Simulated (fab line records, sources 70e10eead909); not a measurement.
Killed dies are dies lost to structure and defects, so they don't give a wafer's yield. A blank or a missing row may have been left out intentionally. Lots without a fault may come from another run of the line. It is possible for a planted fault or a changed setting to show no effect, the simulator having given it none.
Chamber matching :: flow nand harc :: NHARC_A_CONTACT_DEP_85 on pecvd-03: 3 sister chambers
The step deposits SiON, target thk 60 nm. 18 wafers are shown with their chamber, then 9 later ones without.

WAFERS PAIRED WITH THEIR CHAMBERS
wafer: L075.1
chamber: 2
heater power w (W): 749

wafer: L075.2
chamber: 1
heater power w (W): 642

wafer: L075.4
chamber: 2
heater power w (W): 726

wafer: L079.1
chamber: 1
heater power w (W): 663

wafer: L079.3
chamber: 2
heater power w (W): 736

wafer: L079.6
chamber: 0
heater power w (W): 767

wafer: L080.2
chamber: 0
heater power w (W): 697

wafer: L080.3
chamber: 2
heater power w (W): 685

wafer: L080.5
chamber: 1
heater power w (W): 653

wafer: L083.2
chamber: 0
heater power w (W): 739

wafer: L083.5
chamber: 2
heater power w (W): 673

wafer: L083.6
chamber: 0
heater power w (W): 732

wafer: L085.1
chamber: 2
heater power w (W): 751

wafer: L085.3
chamber: 0
heater power w (W): 748

wafer: L085.6
chamber: 1
heater power w (W): 686

wafer: L087.3
chamber: 0
heater power w (W): 725

wafer: L087.4
chamber: 1
heater power w (W): 675

wafer: L087.6
chamber: 0
heater power w (W): 721

SIGNATURES (averages over the wafers above)
reading: heater power w
chamber 0: 732.71
chamber 1: 663.80
chamber 2: 720.00
scatter within a chamber: 25.4
Rule: for each reading, subtract the chamber's mean from the wafer's reading, divide by that reading's scatter and square the result; add these up over the readings and take the root, which gives the wafer's distance from the chamber. If the next closest chamber is less than 2 further off than the closest, the wafer can't be placed; otherwise it belongs to the closest. The scatter is the square root of a quotient: the sum, over the shown wafers, of each reading's squared deviation from its chamber's mean, divided by wafers minus chambers.

WAFERS WITH NO CHAMBER GIVEN
wafer: L091.1
heater power w (W): 727

wafer: L091.2
heater power w (W): 742

wafer: L091.3
heater power w (W): 740

wafer: L092.4
heater power w (W): 616

wafer: L092.5
heater power w (W): 670

wafer: L092.6
heater power w (W): 684

wafer: L097.2
heater power w (W): 743

wafer: L097.3
heater power w (W): 584

wafer: L097.5
heater power w (W): 753

CHAMBER TAKEN BY EACH
wafer: L091.1
from the rows above: can't be placed: 0 or 2
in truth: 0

wafer: L091.2
from the rows above: can't be placed: 0 or 2
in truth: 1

wafer: L091.3
from the rows above: can't be placed: 0 or 2
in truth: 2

wafer: L092.4
from the rows above: 1
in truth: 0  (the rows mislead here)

wafer: L092.5
from the rows above: can't be placed: 1 or 2
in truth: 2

wafer: L092.6
from the rows above: can't be placed: 1 or 2 or 0
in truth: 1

wafer: L097.2
from the rows above: can't be placed: 0 or 2
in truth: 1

wafer: L097.3
from the rows above: 1
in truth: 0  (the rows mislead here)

wafer: L097.5
from the rows above: can't be placed: 0 or 2
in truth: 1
Placed correctly: 0 of 9. Not placeable from these rows: 7 (in 4, the candidates include the true chamber). Placed wrongly: 2.
